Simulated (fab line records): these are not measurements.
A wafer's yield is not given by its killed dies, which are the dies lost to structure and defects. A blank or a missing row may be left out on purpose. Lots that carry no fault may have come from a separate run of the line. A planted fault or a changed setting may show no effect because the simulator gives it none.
fab line records	flow n5-finfet
record: lots: 7	wafers: 39
route steps=1938 shown BEOL_M2@841 BEOL_M5@1112 BEOL_M7@1263 BEOL_M9@1405
start-h: start of the lot's first displayed wafer, in hours after the record's first day	wait-h: hours since the lot's step before	" as in the row above	L1.1+2: several wafers, shown together as one row	- value missing, or start not given	* or withheld: withheld	< > ~ a bound
route shown NAME@n: NAME is a module with steps in the file, n the number in the route of the first one	usual: mean and standard deviation over wafers with no fault	same: alike in all rows	chamber/n: place in a boat	sites: the reading at each site	_std_site: the values' standard deviation	_edge_site: the outer-site mean with the inner-site mean subtracted	radius-mm: for every site, how far away it sits from the centre of the wafer	mask NAME#n: copy n	behind: the last tool/chamber to shape the wafer	hold: the reason the lot was held/the length of the hold in hours/how it ended	device: names the non-switching transistor (n, p or np)	end of line: the route-end tests of the same wafers	a step with no rows: only its recipe	killed: not the wafer's yield, but the dies lost to structure and defects at the first sort	map: per-die view of a wafer (x killed, . not killed, _ where there is no die)
set.NAME: the run value of the setting; set.NAME@STEP: its run value at that earlier step	model.NAME: the simulator's own value behind a step, which no gauge read
lots with deliberately changed settings; one table per step, one row per wafer
== steps ==
step: N5_BEOL_M2_ILD_DEP_00
recipe: material: SiOC	target-thk-a: 790	temp-c: 350	precursor: DEMS/O2	pressure-torr: 5	rf-w: 500	time-s: 15.3
lot.wafer	tool	chamber	start-h	wait-h	set.target-thk-a	model.SiOC_of_BEOL_M2_ILD_DEP_00.thk-nm
L075.1	pecvd-04	0	140.69	0.0	528	51.8
L075.2	"	2	"	"	528	52
L075.3	"	1	"	"	790	77.4
L075.4	"	2	"	"	528	52.8
L075.5	"	0	"	"	790	78.2
L075.6	"	1	"	"	790	78.4
L080.1	pecvd-02	2	179.50	0.0	790	78.4
L080.2	"	0	"	"	646.1	64.6
L080.3	"	2	"	"	790	79.4
L080.4	"	0	"	"	790	79.2
L080.5	"	0	"	"	646.1	64.8
L080.6	"	2	"	"	646.1	65.4
L083.1	pecvd-04	1	190.89	0.0	790	78.8
L083.2	"	2	"	"	790	78.6
L083.3	"	2	"	"	790	79.2
L085.1	pecvd-02	2	200.53	0.0	790	76.6
L085.2	"	1	"	"	790	77.4
L085.3	"	0	"	"	382.8	36.6
L085.4	"	2	"	"	790	80.2
L085.5+6	"	0,1	"	"	382.8	38
L087.1	pecvd-04	0	220.82	0.0	608	60.2
L087.2	"	1	"	"	790	78.2
L087.3	"	2	"	"	608	59.2
L087.4	"	2	"	"	608	61
L087.5+6	"	1,0	"	"	790	80.2
L089.1	pecvd-04	0	223.80	0.0	790	78.4
L089.2	"	2	"	"	982	97.6
L089.3	"	1	"	"	790	80.2
L089.4	"	1	"	"	982	100
L089.5	"	2	"	"	790	80
L089.6	"	0	"	"	982	99
L096.1+4	pecvd-03	1	272.87	0.0	790	77.4
L096.2	"	2	"	"	790	78.2
L096.3	"	2	"	"	790	79.6
L096.5	"	2	"	"	790	80.4
L096.6	"	1	"	"	790	78.6
step: N5_BEOL_M2_THK_MEAS_01
recipe: reads: SiOC_of_BEOL_M2_ILD_DEP_00
usual: M2_ILD_THK: 78.9/1
lot.wafer	tool	chamber	start-h	wait-h	set.target-thk-a@BEOL_M2_ILD_DEP_00	M2_ILD_THK[nm]
L075.1	film-metro-01	-	140.76	0.0	528	51.7
L075.2	"	-	"	"	528	51.9
L075.3	"	-	"	"	790	77.4
L075.4	"	-	"	"	528	52.8
L075.5	"	-	"	"	790	78.2
L075.6	"	-	"	"	790	78.5
L080.1	film-metro-01	-	179.58	0.1	790	78.3
L080.2	"	-	"	"	646.1	64.7
L080.3	"	-	"	"	790	79.3
L080.4	"	-	"	"	790	79.2
L080.5	"	-	"	"	646.1	64.8
L080.6	"	-	"	"	646.1	65.4
L083.1	film-metro-02	-	190.98	0.1	790	78.8
L083.2	"	-	"	"	790	78.7
L083.3	"	-	"	"	790	79.2
L085.1	film-metro-01	-	200.60	0.0	790	76.7
L085.2	"	-	"	"	790	77.4
L085.3	"	-	"	"	382.8	36.6
L085.4	"	-	"	"	790	80.2
L085.5	"	-	"	"	382.8	37.9
L085.6	"	-	"	"	382.8	38.1
L087.1	film-metro-02	-	220.88	0.0	608	60.3
L087.2	"	-	"	"	790	78.2
L087.3	"	-	"	"	608	59.1
L087.4	"	-	"	"	608	60.9
L087.5	"	-	"	"	790	80.3
L087.6	"	-	"	"	790	80.2
L089.1	film-metro-02	-	223.87	0.0	790	78.5
L089.2	"	-	"	"	982	97.5
L089.3	"	-	"	"	790	80.3
L089.4	"	-	"	"	982	100.0
L089.5	"	-	"	"	790	80.1
L089.6	"	-	"	"	982	99.1
L096.1	film-metro-01	-	272.95	0.1	790	77.4
L096.2	"	-	"	"	790	78.2
L096.3	"	-	"	"	790	79.7
L096.4	"	-	"	"	790	77.4
L096.5	"	-	"	"	790	80.3
L096.6	"	-	"	"	790	78.5
step: N5_BEOL_M5_ILD_DEP_00
recipe: material: SiCOH_lowk	target-thk-a: 1406.4	temp-c: 300	precursor: DEMS/porogen	pressure-torr: 5	rf-w: 500	time-s: 25.9
lot.wafer	tool	chamber	start-h	wait-h	set.target-thk-a	model.SiCOH_lowk_of_BEOL_M5_ILD_DEP_00.thk-nm
L075.1	pecvd-02	2	176.46	0.8	1406.4	135.2
L075.2	"	0	"	"	716.1	70.8
L075.3	"	2	"	"	1406.4	138
L075.4	"	0	"	"	716.1	73
L075.5	"	0	"	"	1406.4	141
L075.6	"	2	"	"	716.1	70.6
L080.1	pecvd-03	2	218.64	0.8	1406.4	139
L080.2	"	1	"	"	1406.4	139.6
L080.3	"	1	"	"	1406.4	141.4
L080.4	"	2	"	"	1406.4	142
L080.5	"	2	"	"	1406.4	140.4
L080.6	"	1	"	"	1406.4	141.6
L083.1	pecvd-01	0	225.50	0.8	1406.4	139.8
L083.2	"	1	"	"	1406.4	139.2
L083.3	"	1	"	"	1406.4	141.2
L085.1	pecvd-01	0	238.86	0.8	1406.4	138.6
L085.2	"	2	"	"	1406.4	139.6
L085.3	"	1	"	"	1406.4	139.2
L085.4	"	2	"	"	1406.4	141.8
L085.5	"	1	"	"	1406.4	140.4
L085.6	"	0	"	"	1406.4	141.4
L087.1	pecvd-03	0	254.50	0.8	1774	175.4
L087.2	"	2	"	"	1406.4	139.6
L087.3	"	1	"	"	1406.4	144.2
L087.4	"	2	"	"	1406.4	142.2
L087.5	"	1	"	"	1774	180.8
L087.6	"	0	"	"	1774	179
L089.1	pecvd-03	1	271.19	0.8	1406.4	141.4
L089.2	"	2	"	"	1406.4	140.4
L089.3	"	2	"	"	1406.4	142.2
L089.4	"	1	"	"	1406.4	143.4
L089.5	"	1	"	"	1406.4	145
L089.6	"	2	"	"	1406.4	142.6
L096.1	pecvd-02	2	323.82	0.8	1406.4	137.4
L096.2	"	1	"	"	1406.4	139
L096.3	"	2	"	"	1007	100.4
L096.4	"	1	"	"	1007	102.2
L096.5	"	2	"	"	1007	99.2
L096.6	"	1	"	"	1406.4	140.6
step: N5_BEOL_M5_CURE_79
recipe: temp-c: 385	time-s: 240	ambient: He/Ar	material: SiCOH_lowk
lot.wafer	tool	chamber	start-h	wait-h	set.target-thk-a@BEOL_M5_ILD_DEP_00	model.SiCOH_lowk_of_BEOL_M5_ILD_DEP_00.thk-nm
L075.1	uv-cure-03	0	176.54	0.1	1406.4	116.2
L075.2	"	0	"	"	716.1	60.6
L075.3	"	0	"	"	1406.4	118.8
L075.4	"	0	"	"	716.1	62.6
L075.5	"	0	"	"	1406.4	121.4
L075.6	"	0	"	"	716.1	60.4
L080.1	uv-cure-02	2	218.72	0.1	1406.4	119.6
L080.2	"	2	"	"	1406.4	120
L080.3	"	2	"	"	1406.4	121.6
L080.4	"	2	"	"	1406.4	122.2
L080.5	"	2	"	"	1406.4	120.8
L080.6	"	2	"	"	1406.4	121.8
L083.1	uv-cure-02	0	225.58	0.1	1406.4	120.4
L083.2	"	0	"	"	1406.4	119.8
L083.3	"	0	"	"	1406.4	121.6
L085.1	uv-cure-02	2	239.06	0.2	1406.4	119.2
L085.2	"	2	"	"	1406.4	120.2
L085.3	"	2	"	"	1406.4	119.6
L085.4	"	2	"	"	1406.4	122
L085.5	"	2	"	"	1406.4	120.8
L085.6	"	2	"	"	1406.4	121.6
L087.1	uv-cure-03	0	254.56	0.0	1774	151.2
L087.2	"	0	"	"	1406.4	120.2
L087.3	"	0	"	"	1406.4	124.2
L087.4	"	0	"	"	1406.4	122.4
L087.5	"	0	"	"	1774	155.8
L087.6	"	0	"	"	1774	154.4
L089.1	uv-cure-01	2	271.27	0.1	1406.4	121.6
L089.2	"	2	"	"	1406.4	120.8
L089.3	"	2	"	"	1406.4	122.2
L089.4	"	2	"	"	1406.4	123.4
L089.5	"	2	"	"	1406.4	124.8
L089.6	"	2	"	"	1406.4	122.8
L096.1	uv-cure-01	2	323.90	0.1	1406.4	118.2
L096.2	"	2	"	"	1406.4	119.6
L096.3	"	2	"	"	1007	86.2
L096.4	"	2	"	"	1007	87.6
L096.5	"	2	"	"	1007	85.2
L096.6	"	2	"	"	1406.4	121
step: N5_BEOL_M5_THK_MEAS_01
recipe: reads: SiCOH_lowk_of_BEOL_M5_ILD_DEP_00
usual: M5_ILD_THK: 121.0/1.7
lot.wafer	tool	chamber	start-h	wait-h	set.target-thk-a@BEOL_M5_ILD_DEP_00	M5_ILD_THK[nm]
L075.1	film-metro-02	-	177.05	0.4	1406.4	116.3
L075.2	"	-	"	"	716.1	60.7
L075.3	"	-	"	"	1406.4	118.7
L075.4	"	-	"	"	716.1	62.6
L075.5	"	-	"	"	1406.4	121.4
L075.6	"	-	"	"	716.1	60.4
L080.1	film-metro-02	-	219.24	0.4	1406.4	119.6
L080.2	"	-	"	"	1406.4	120.1
L080.3	"	-	"	"	1406.4	121.7
L080.4	"	-	"	"	1406.4	122.2
L080.5	"	-	"	"	1406.4	120.7
L080.6	"	-	"	"	1406.4	121.9
L083.1	film-metro-01	-	226.09	0.4	1406.4	120.4
L083.2	"	-	"	"	1406.4	119.8
L083.3	"	-	"	"	1406.4	121.6
L085.1	film-metro-01	-	239.59	0.4	1406.4	119.4
L085.2	"	-	"	"	1406.4	120.1
L085.3	"	-	"	"	1406.4	119.6
L085.4	"	-	"	"	1406.4	122.0
L085.5	"	-	"	"	1406.4	120.9
L085.6	"	-	"	"	1406.4	121.6
L087.1	film-metro-02	-	255.56	0.8	1774	151.3
L087.2	"	-	"	"	1406.4	120.2
L087.3	"	-	"	"	1406.4	124.0
L087.4	"	-	"	"	1406.4	122.3
L087.5	"	-	"	"	1774	155.9
L087.6	"	-	"	"	1774	154.4
L089.1	film-metro-01	-	271.79	0.4	1406.4	121.7
L089.2	"	-	"	"	1406.4	120.8
L089.3	"	-	"	"	1406.4	122.3
L089.4	"	-	"	"	1406.4	123.4
L089.5	"	-	"	"	1406.4	124.6
L089.6	"	-	"	"	1406.4	122.8
L096.1	film-metro-01	-	324.41	0.4	1406.4	118.2
L096.2	"	-	"	"	1406.4	119.7
L096.3	"	-	"	"	1007	86.2
L096.4	"	-	"	"	1007	87.7
L096.5	"	-	"	"	1007	85.2
L096.6	"	-	"	"	1406.4	120.9
step: N5_BEOL_M7_ILD_DEP_00
recipe: material: SiCOH_lowk	target-thk-a: 1797.5	temp-c: 300	precursor: DEMS/porogen	pressure-torr: 5	rf-w: 500	time-s: 33.4
lot.wafer	tool	chamber	start-h	wait-h	set.target-thk-a	model.SiCOH_lowk_of_BEOL_M7_ILD_DEP_00.thk-nm
L075.1	pecvd-04	1	199.29	0.1	2170	217.2
L075.2	"	2	"	"	1797.5	176.6
L075.3	"	2	"	"	2170	218.8
L075.4	"	1	"	"	2170	218.6
L075.5	"	2	"	"	1797.5	179.2
L075.6	"	1	"	"	1797.5	181.2
L080.1	pecvd-04	1	241.11	0.0	1272	128.2
L080.2	"	0	"	"	1797.5	178.8
L080.3	"	2	"	"	1272	127
L080.4	"	2	"	"	1797.5	181.4
L080.5	"	1	"	"	1272	129.4
L080.6	"	0	"	"	1797.5	184.4
L083.1	pecvd-02	0	249.54	0.0	1797.5	180.4
L083.2	"	1	"	"	1797.5	176.2
L083.3	"	2	"	"	1797.5	177.8
L085.1	pecvd-04	2	261.79	0.0	2319	232.8
L085.2	"	0	"	"	1797.5	181.2
L085.3	"	1	"	"	1797.5	181.6
L085.4	"	1	"	"	2319	237.2
L085.5	"	2	"	"	2319	237.8
L085.6	"	0	"	"	1797.5	184.2
L087.1	pecvd-02	0	279.37	0.1	1797.5	178
L087.2	"	2	"	"	1002	97.8
L087.3	"	1	"	"	1797.5	176
L087.4	"	0	"	"	1002	100.4
L087.5	"	2	"	"	1002	97.6
L087.6	"	1	"	"	1797.5	179
L089.1	pecvd-02	1	291.86	0.0	2750	271.8
L089.2	"	2	"	"	2750	273
L089.3	"	0	"	"	2750	275.2
L089.4	"	1	"	"	1797.5	181.4
L089.5	"	0	"	"	1797.5	182.4
L089.6	"	2	"	"	1797.5	181
L096.1	pecvd-04	0	343.40	0.0	1797.5	179
L096.2	"	2	"	"	931.6	92.6
L096.3	"	1	"	"	1797.5	176.4
L096.4	"	1	"	"	1797.5	182
L096.5	"	2	"	"	931.6	95.2
L096.6	"	0	"	"	931.6	95
step: N5_BEOL_M7_CURE_74
recipe: temp-c: 385	time-s: 240	ambient: He/Ar	material: SiCOH_lowk
lot.wafer	tool	chamber	start-h	wait-h	set.target-thk-a@BEOL_M7_ILD_DEP_00	model.SiCOH_lowk_of_BEOL_M7_ILD_DEP_00.thk-nm
L075.1	uv-cure-01	1	199.38	0.1	2170	187.6
L075.2	"	1	"	"	1797.5	152.2
L075.3	"	1	"	"	2170	189.2
L075.4	"	1	"	"	2170	189
L075.5	"	1	"	"	1797.5	154.6
L075.6	"	1	"	"	1797.5	156.2
L080.1	uv-cure-01	2	241.17	0.0	1272	110.2
L080.2	"	2	"	"	1797.5	154.2
L080.3	"	2	"	"	1272	109.2
L080.4	"	2	"	"	1797.5	156.4
L080.5	"	2	"	"	1272	111.2
L080.6	"	2	"	"	1797.5	159
L083.1	uv-cure-03	0	249.60	0.0	1797.5	155.4
L083.2	"	0	"	"	1797.5	152
L083.3	"	0	"	"	1797.5	153.4
L085.1	uv-cure-03	2	261.85	0.0	2319	201.4
L085.2	"	2	"	"	1797.5	156.4
L085.3	"	2	"	"	1797.5	156.6
L085.4	"	2	"	"	2319	205.2
L085.5	"	2	"	"	2319	205.8
L085.6	"	2	"	"	1797.5	158.8
L087.1	uv-cure-01	1	279.44	0.0	1797.5	153.4
L087.2	"	1	"	"	1002	84
L087.3	"	1	"	"	1797.5	151.8
L087.4	"	1	"	"	1002	86.2
L087.5	"	1	"	"	1002	83.8
L087.6	"	1	"	"	1797.5	154.2
L089.1	uv-cure-03	2	291.92	0.0	2750	235.6
L089.2	"	2	"	"	2750	236.6
L089.3	"	2	"	"	2750	238.6
L089.4	"	2	"	"	1797.5	156.4
L089.5	"	2	"	"	1797.5	157.4
L089.6	"	2	"	"	1797.5	156.2
L096.1	uv-cure-03	1	343.46	0.0	1797.5	154.4
L096.2	"	1	"	"	931.6	79.4
L096.3	"	1	"	"	1797.5	152.2
L096.4	"	1	"	"	1797.5	157
L096.5+6	"	1	"	"	931.6	81.6
step: N5_BEOL_M7_THK_MEAS_01
recipe: reads: SiCOH_lowk_of_BEOL_M7_ILD_DEP_00
usual: M7_ILD_THK: 155.1/2.1
lot.wafer	tool	chamber	start-h	wait-h	set.target-thk-a@BEOL_M7_ILD_DEP_00	M7_ILD_THK[nm]
L075.1	film-metro-02	-	199.89	0.4	2170	187.6
L075.2	"	-	"	"	1797.5	152.2
L075.3	"	-	"	"	2170	189.1
L075.4	"	-	"	"	2170	188.9
L075.5	"	-	"	"	1797.5	154.6
L075.6	"	-	"	"	1797.5	156.2
L080.1	film-metro-01	-	242.16	0.8	1272	110.2
L080.2	"	-	"	"	1797.5	154.1
L080.3	"	-	"	"	1272	109.2
L080.4	"	-	"	"	1797.5	156.5
L080.5	"	-	"	"	1272	111.3
L080.6	"	-	"	"	1797.5	159.1
L083.1	film-metro-02	-	251.55	1.6	1797.5	155.5
L083.2	"	-	"	"	1797.5	151.9
L083.3	"	-	"	"	1797.5	153.3
L085.1	film-metro-02	-	263.80	1.6	2319	201.4
L085.2	"	-	"	"	1797.5	156.3
L085.3	"	-	"	"	1797.5	156.6
L085.4	"	-	"	"	2319	205.1
L085.5	"	-	"	"	2319	205.9
L085.6	"	-	"	"	1797.5	158.8
L087.1	film-metro-02	-	279.95	0.4	1797.5	153.4
L087.2	"	-	"	"	1002	84.0
L087.3	"	-	"	"	1797.5	152.0
L087.4	"	-	"	"	1002	86.2
L087.5	"	-	"	"	1002	83.6
L087.6	"	-	"	"	1797.5	154.2
L089.1	film-metro-01	-	292.43	0.4	2750	235.6
L089.2	"	-	"	"	2750	236.8
L089.3	"	-	"	"	2750	238.7
L089.4	"	-	"	"	1797.5	156.3
L089.5	"	-	"	"	1797.5	157.4
L089.6	"	-	"	"	1797.5	156.2
L096.1	film-metro-01	-	343.97	0.4	1797.5	154.3
L096.2	"	-	"	"	931.6	79.5
L096.3	"	-	"	"	1797.5	152.1
L096.4	"	-	"	"	1797.5	156.9
L096.5	"	-	"	"	931.6	81.6
L096.6	"	-	"	"	931.6	81.6
step: N5_BEOL_M9_HM_DEP_02
recipe: material: TiN	target-thk-a: 200	temp-c: 25	chamber-pressure-pa: 0.49996
lot.wafer	tool	chamber	start-h	wait-h	set.target-thk-a	model.TiN_of_BEOL_M9_HM_DEP_02.thk-nm
L075.1	pvd-sputter-02	-	216.80	1.3	200	19.8
L075.2+4+6	"	-	"	"	200	20
L075.3	"	-	"	"	200	19.6
L075.5	"	-	"	"	200	20.2
L080.1	pvd-sputter-03	-	260.87	1.7	304.2	30.4
L080.2+5	"	-	"	"	304.2	30.2
L080.3+6	"	-	"	"	200	20
L080.4	"	-	"	"	200	19.6
L083.1	pvd-sputter-03	-	271.86	2.0	200	19.6
L083.2	"	-	"	"	200	20
L083.3	"	-	"	"	200	19.4
L085.1+6	pvd-sputter-03	-	281.20	2.3	200	19.6
L085.2	"	-	"	"	286.1	28.6
L085.3	"	-	"	"	286.1	28
L085.4	"	-	"	"	286.1	28.2
L085.5	"	-	"	"	200	19.8
L087.1+5	pvd-sputter-01	-	298.00	0.4	277.1	28
L087.2	"	-	"	"	277.1	27.8
L087.3+6	"	-	"	"	200	20.2
L087.4	"	-	"	"	200	20.4
L089.1+5	pvd-sputter-02	-	310.31	1.6	144	14.4
L089.2	"	-	"	"	144	14.6
L089.3	"	-	"	"	200	19.8
L089.4	"	-	"	"	200	20.2
L089.6	"	-	"	"	200	20
L096.1+5	pvd-sputter-03	-	362.49	0.5	200	19.4
L096.2+4+6	"	-	"	"	200	19.6
L096.3	"	-	"	"	200	19.8
step: N5_BEOL_M9_COAT_59
recipe: resist: SOC	temp-c: 250	time-s: 60	spin-rpm: 1500	resist-thk-nm: 100
step: N5_BEOL_M9_COAT_60
recipe: resist: SiARC	temp-c: 220	time-s: 60	spin-rpm: 1500	resist-thk-nm: 30
step: N5_BEOL_M9_STRIP_68
recipe: chemistry: N2/H2	temp-c: 40	n2-flow-sccm: 200	h2-flow-sccm: 200	rf-frequency-hz: 6e+07
step: N5_BEOL_M9_STRIP_67
recipe: chemistry: CF4	resist: SiARC	power-w: 300	bias-power-w: 75	pressure-mtorr: 50	cf4-flow-sccm: 150	rf-frequency-hz: 6e+07
step: N5_BEOL_M9_HM_OPEN_17
recipe: chemistry: Cl2/BCl3	target-depth-a: 200	overetch-a: 60	target: TiN	mask-material: SOC	ion-energy-ev: 150	pressure-mtorr: 10	icp-w: 1000	bias-w: 126	Cl2_flow_sccm: 53.25	bcl3-flow-sccm: 21.75	Ar_flow_sccm: 25
lot.wafer	tool	chamber	start-h	wait-h	set.target-thk-a@BEOL_M9_HM_DEP_02	model.etch.depth-nm
L075.1	rie-metal-01	1	217.53	0.0	200	19.76
L075.2	"	1	"	"	200	19.96
L075.3	"	1	"	"	200	19.59
L075.4	"	1	"	"	200	20.07
L075.5	"	1	"	"	200	20.12
L075.6	"	1	"	"	200	19.93
L080.1	rie-metal-02	1	261.77	0.0	304.2	26.36
L080.2	"	0	"	"	304.2	26.76
L080.3	"	1	"	"	200	19.98
L080.4	"	0	"	"	200	19.62
L080.5	"	0	"	"	304.2	26.66
L080.6	"	1	"	"	200	19.95
L083.1	rie-metal-02	1	272.95	0.0	200	19.7
L083.2	"	0	"	"	200	19.98
L083.3	"	1	"	"	200	19.5
L085.1	rie-metal-03	1	282.05	0.0	200	19.62
L085.2	"	1	"	"	286.1	25.58
L085.3	"	1	"	"	286.1	25.91
L085.4	"	1	"	"	286.1	25.64
L085.5	"	1	"	"	200	19.71
L085.6	"	1	"	"	200	19.54
L087.1	rie-metal-01	0	298.86	0.0	277.1	26.07
L087.2	"	1	"	"	277.1	26.46
L087.3	"	0	"	"	200	20.23
L087.4	"	1	"	"	200	20.37
L087.5	"	0	"	"	277.1	25.82
L087.6	"	1	"	"	200	20.12
L089.1	rie-metal-01	0	311.17	0.0	144	14.5
L089.2	"	1	"	"	144	14.67
L089.3	"	0	"	"	200	19.87
L089.4	"	1	"	"	200	20.12
L089.5	"	0	"	"	144	14.44
L089.6	"	1	"	"	200	19.98
L096.1	rie-metal-02	0	363.35	0.0	200	19.35
L096.2+6	"	1,0	"	"	200	19.63
L096.3	"	0	"	"	200	19.7
L096.4	"	1	"	"	200	19.52
L096.5	"	1	"	"	200	19.44
step: N5_BEOL_M9_STRIP_19
recipe: chemistry: O2	power-w: 400	temp-c: 40	pressure-mtorr: 30	rf-frequency-hz: 6e+07	bias-power-w: 0	overash-fraction: 0.2	o2-flow-sccm: 225
step: N5_BEOL_M9_ETCH_41
recipe: chemistry: CH3F/O2	target: SiCN	target-depth-a: 366	taper-deg: 2	time-s: 70.1	ion-energy-ev: 120	mask-material: TiN	pressure-mtorr: 30	source-w: 395	bias-w: 75	Ar_flow_sccm: 150	CH3F_flow_sccm: 30	O2_flow_sccm: 20
step: N5_BEOL_M9_STRIP_80
recipe: chemistry: N2/H2	time-s: 10	power-w: 450	temp-c: 40	pressure-mtorr: 20	rf-frequency-hz: 6e+07	bias-power-w: 7	n2-flow-sccm: 200	h2-flow-sccm: 200
step: N5_BEOL_M9_OCD_MEAS_38
usual: trench-depth-nm: 150/3.6
lot.wafer	tool	chamber	start-h	wait-h	set.target-thk-a@BEOL_M9_HM_DEP_02	trench-depth-nm
L075.1	ocd-01	-	220.11	-	200	144
L075.2	"	-	"	"	200	149
L075.3	"	-	"	"	200	146
L075.4	"	-	"	"	200	147
L075.5	"	-	"	"	200	147
L075.6	"	-	"	"	200	151
L080.1	ocd-02	-	266.66	-	304.2	11
L080.2	"	-	"	"	304.2	25
L080.3	"	-	"	"	200	154
L080.4	"	-	"	"	200	151
L080.5	"	-	"	"	304.2	23
L080.6	"	-	"	"	200	150
L083.1	ocd-02	-	275.81	-	200	153
L083.2	"	-	"	"	200	153
L083.3	"	-	"	"	200	148
L085.1	ocd-01	-	285.50	-	200	148
L085.2	"	-	"	"	286.1	49
L085.3	"	-	"	"	286.1	-
L085.4	"	-	"	"	286.1	-
L085.5	"	-	"	"	200	154
L085.6	"	-	"	"	200	-
L087.1	ocd-01	-	300.60	-	277.1	105
L087.2	"	-	"	"	277.1	127
L087.3	"	-	"	"	200	150
L087.4	"	-	"	"	200	143
L087.5	"	-	"	"	277.1	94
L087.6	"	-	"	"	200	147
L089.1	ocd-01	-	312.56	-	144	144
L089.2	"	-	"	"	144	150
L089.3	"	-	"	"	200	147
L089.4	"	-	"	"	200	149
L089.5	"	-	"	"	144	150
L089.6	"	-	"	"	200	149
L096.1	ocd-01	-	364.88	-	200	157
L096.2	"	-	"	"	200	-
L096.3	"	-	"	"	200	153
L096.4	"	-	"	"	200	-
L096.5	"	-	"	"	200	-
L096.6	"	-	"	"	200	156
== key ==
split: step: N5_BEOL_M2_ILD_DEP_00	setting: target-thk-a	stated: 790	by: wafer
response: step: N5_BEOL_M2_ILD_DEP_00	reading: model.SiOC_of_BEOL_M2_ILD_DEP_00.thk-nm	change: +0.79	per: 1%	r: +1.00
response: step: N5_BEOL_M2_THK_MEAS_01	reading: M2_ILD_THK	change: +0.791	per: 1%	r: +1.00
split: step: N5_BEOL_M5_ILD_DEP_00	setting: target-thk-a	stated: 1406.4	by: wafer
response: step: N5_BEOL_M5_ILD_DEP_00	reading: model.SiCOH_lowk_of_BEOL_M5_ILD_DEP_00.thk-nm	change: +1.36	per: 1%	r: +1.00
response: step: N5_BEOL_M5_CURE_79	reading: model.SiCOH_lowk_of_BEOL_M5_ILD_DEP_00.thk-nm	change: +1.18	per: 1%	r: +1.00
response: step: N5_BEOL_M5_THK_MEAS_01	reading: M5_ILD_THK	change: +1.18	per: 1%	r: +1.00
split: step: N5_BEOL_M7_ILD_DEP_00	setting: target-thk-a	stated: 1797.5	by: wafer
response: step: N5_BEOL_M7_ILD_DEP_00	reading: model.SiCOH_lowk_of_BEOL_M7_ILD_DEP_00.thk-nm	change: +1.78	per: 1%	r: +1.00
response: step: N5_BEOL_M7_CURE_74	reading: model.SiCOH_lowk_of_BEOL_M7_ILD_DEP_00.thk-nm	change: +1.55	per: 1%	r: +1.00
response: step: N5_BEOL_M7_THK_MEAS_01	reading: M7_ILD_THK	change: +1.55	per: 1%	r: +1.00
split: step: N5_BEOL_M9_HM_DEP_02	setting: target-thk-a	stated: 200	by: wafer
response: step: N5_BEOL_M9_HM_DEP_02	reading: model.TiN_of_BEOL_M9_HM_DEP_02.thk-nm	change: +0.199	per: 1%	r: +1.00
response: step: N5_BEOL_M9_HM_OPEN_17	reading: model.etch.depth-nm	change: +0.145	per: 1%	r: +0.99
response: step: N5_BEOL_M9_OCD_MEAS_38	reading: trench-depth-nm	change: -1.77	per: 1%	r: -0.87
